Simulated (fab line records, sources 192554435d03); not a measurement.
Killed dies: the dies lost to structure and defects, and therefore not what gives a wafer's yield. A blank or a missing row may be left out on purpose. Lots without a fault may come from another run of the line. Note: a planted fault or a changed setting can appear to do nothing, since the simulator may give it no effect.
Matching of chambers | flow n5 finfet | N5_BEOL_M0_SAQP_SPACER2_ALD_26 on ald sin-01 has 4 sister chambers
The step deposits SiO2, target thk 15 nm, pulse time 1 s, purge time 2 s. 4 wafers are shown with their chamber, then 8 later ones without.

== WAFERS PAIRED WITH THEIR CHAMBERS ==
wafer  | chamber | heater power w (W)
L077.4 | 0       | 386
L080.3 | 1       | 478
L080.5 | 2       | 542
L086.3 | 3       | 464

== WAFERS WITHOUT THEIR CHAMBER ==
wafer  | heater power w (W)
L086.5 | 469
L086.6 | 555
L090.3 | 475
L090.5 | 474
L090.6 | 565
L091.1 | 398
L091.2 | 478
L091.3 | 569

== WHICH CHAMBER EACH ONE RAN IN ==
wafer  | from the rows above     | in truth
L086.5 | can't be placed: 3 or 1 | 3
L086.6 | 2                       | 2
L090.3 | can't be placed: 1 or 3 | 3
L090.5 | can't be placed: 1 or 3 | 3
L090.6 | 2                       | 2
L091.1 | 0                       | 0
L091.2 | can't be placed: 1 or 3 | 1
L091.3 | 2                       | 2
Correctly placed: 4 of 8. Cannot be placed on the basis of these rows: 4; the candidates contain the true chamber in 4. Number placed wrongly: 0.
How it was worked out, from the rows above alone: a wafer's distance from a chamber is the root of the sum, over the readings, of the square of ((its reading less the chamber's mean) divided by the reading's scatter). If the next closest chamber is less than 2 further off than the closest, the wafer can't be placed; otherwise it belongs to the closest. A chamber's mean is the mean of its shown wafers. The scatter: root of mean squared gap, hidden wafer to nearest shown wafer, with one shown wafer a chamber.
